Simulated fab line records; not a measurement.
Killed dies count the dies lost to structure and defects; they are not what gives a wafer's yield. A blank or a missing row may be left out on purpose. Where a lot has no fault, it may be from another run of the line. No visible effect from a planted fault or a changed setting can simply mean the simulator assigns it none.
Chamber matching ; flow nand harc ; 4 sister chambers for NHARC_A_STAIRCASE_TRIM_187 on rie diel-06
The step chemistry O2, time 211.2 s. 4 wafers are shown with their chamber, then 8 later ones without.

EACH WAFER AND ITS CHAMBER
wafer;chamber;drypump motor current A (A)
L089.6;1;6.2
L091.1;0;6.8
L091.6;3;5.5
L092.1;2;5.9

WAFERS WITH NO CHAMBER GIVEN
wafer;drypump motor current A (A)
L092.5;5.4
L092.6;5.9
L094.1;6.2
L094.2;6.8
L094.3;5.9
L094.4;5.4
L094.5;5.5
L094.6;5.9

CHAMBER TAKEN BY EACH
wafer;from the rows above;in truth
L092.5;3;3
L092.6;2;2
L094.1;1;1
L094.2;0;0
L094.3;2;2
L094.4;3;3
L094.5;3;3
L094.6;2;2
Placed correctly: 8 of 8. Can't be placed from these rows: 0. Placed wrongly: 0.
How it was worked out, from the rows above alone: a wafer's distance from a chamber is the root of the sum, over the readings, of the square of ((its reading less the chamber's mean) divided by the reading's scatter). The wafer belongs to the nearest chamber; if the next one is less than 2 further off, it can't be placed. Each chamber's mean is taken over the wafers shown for it. The scatter: with one shown wafer a chamber, the root of the mean of the squares of how far each hidden wafer lies from its nearest shown one.
